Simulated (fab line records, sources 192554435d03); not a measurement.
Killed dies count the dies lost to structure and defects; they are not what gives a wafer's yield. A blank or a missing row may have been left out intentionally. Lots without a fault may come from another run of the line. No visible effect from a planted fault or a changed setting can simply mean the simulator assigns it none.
Problem report in the 8D (eight disciplines) form, filled by code | flow n5-finfet | the parts of the form that need people (team, actions taken, sign-off) are left out

## 1. WHAT IS WRONG
At N5_SD_EPI_N_CD_MEAS_09, cd-nm averages 113.2 nm over 6 wafers from 2 lots, while fault-free wafers read 120.0 nm, standard deviation 0.61. That is -11 standard deviations from the usual mean.
The step: target cd 120 nm.
Seen first at day 5 15:55 on cd-sem-02, wafer L958.2. The record has a number at this step for 24 wafers belonging to 8 lots. The rule behind "out" and "out of limits": a value lying over 4 standard deviations away from the usual mean. All remaining wafers that have a number are taken as sound.

## 2. WHAT IT IS, AND WHAT IT ISN'T
question                    | is                     | is not
which readings at this step | cd-nm                  | -
which lots                  | L958, L959             | L950, L953, L962, L963, L965, L968
which wafers of those lots  | all that have a number | -
read on which gauges        | cd-sem-01, cd-sem-02   | -
when                        | from day 5 15:55       | up to then (6 sound wafers); but 12 sound wafers of L962, L963, L965, L968 came after

## 3. THE SUSPECTS, EACH WITH WHAT RULES IT OUT
Counting: a tool at a process step up to the reading stays a suspect if it ran every lot that is out and no sound lot after the first of them.
- the gauge at N5_SD_EPI_N_CD_MEAS_09: ruled out. Those wafers that are out were read across 2 gauges (cd-sem-01, cd-sem-02).
- rie-si-03 at N5_DUMMY_GATE_TRIM_49 (chemistry O2, time 29 s, target cd 14 nm): kept. Every lot that is out went through it, starting with L958 (day 5 13:51), and after that it ran no sound lot; the last sound lot it ran before then is L950 (day 3 11:34).
- arfi-scanner-01 at N5_SD_EPI_N_EXPOSE_06 (exposes mask SD N BLK, target cd 120 nm): kept. Every lot that is out went through it, starting with L958 (day 5 15:47), and after that it ran no sound lot; the last sound lot it ran before then is L953 (day 4 06:19). Its own exposure-dose-mJ-cm2 readings are out on those wafers.
Left after counting: rie-si-03 at N5_DUMMY_GATE_TRIM_49, arfi-scanner-01 at N5_SD_EPI_N_EXPOSE_06.

## 4. THE CAUSE (what the simulator had put in)
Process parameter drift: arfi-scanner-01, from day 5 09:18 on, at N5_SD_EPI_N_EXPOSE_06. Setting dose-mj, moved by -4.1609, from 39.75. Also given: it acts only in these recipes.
After counting, 2 suspects remain, this tool included.

## 5. THE EFFECT CHAIN, in route order
Each row: a reading whose mean over the struck wafers that have a number lies more than 3 standard deviations from the usual. Only readings whose record carries a usual standard deviation are examined. hours: median over the lots of the time between each lot's start at the first step of this table that gives one and its start at this step. sigmas: the change, counted in usual standard deviations.
hours | step                   | reading              | usual    | on struck wafers | change | sigmas
0     | N5_SD_EPI_N_EXPOSE_06  | exposure-dose-mJ-cm2 | 39.74    | 35.97            | -3.77  | -99 or more
0     | N5_SD_EPI_N_CD_MEAS_09 | cd-nm                | 120.0 nm | 113.2            | -6.8   | -11
Process steps it contains:
- N5_SD_EPI_N_EXPOSE_06: exposes mask SD N BLK, target cd 120 nm.
At these later measuring or inspecting steps, every struck wafer for which the step has a row has a number for every such reading, and none has moved that far: N5_BEOL_M4_RC_MEAS_101.

## 6. HOW IT WOULD HAVE BEEN CAUGHT EARLIER
Counted from the fault's start at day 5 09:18, it took 7 hours until the first out-of-limits reading at a measuring or inspecting step in this record, taken at day 5 15:55.
Tool's own readings at N5_SD_EPI_N_EXPOSE_06, exposure-dose-mJ-cm2: out on all struck wafers the step has rows for; an alarm limit on them would have tripped on the first.
L959, from the lots that are out (2), started N5_SD_EPI_N_EXPOSE_06 on arfi-scanner-01 later than day 5 15:55. It would have been spared by a hold on the tool at that moment.
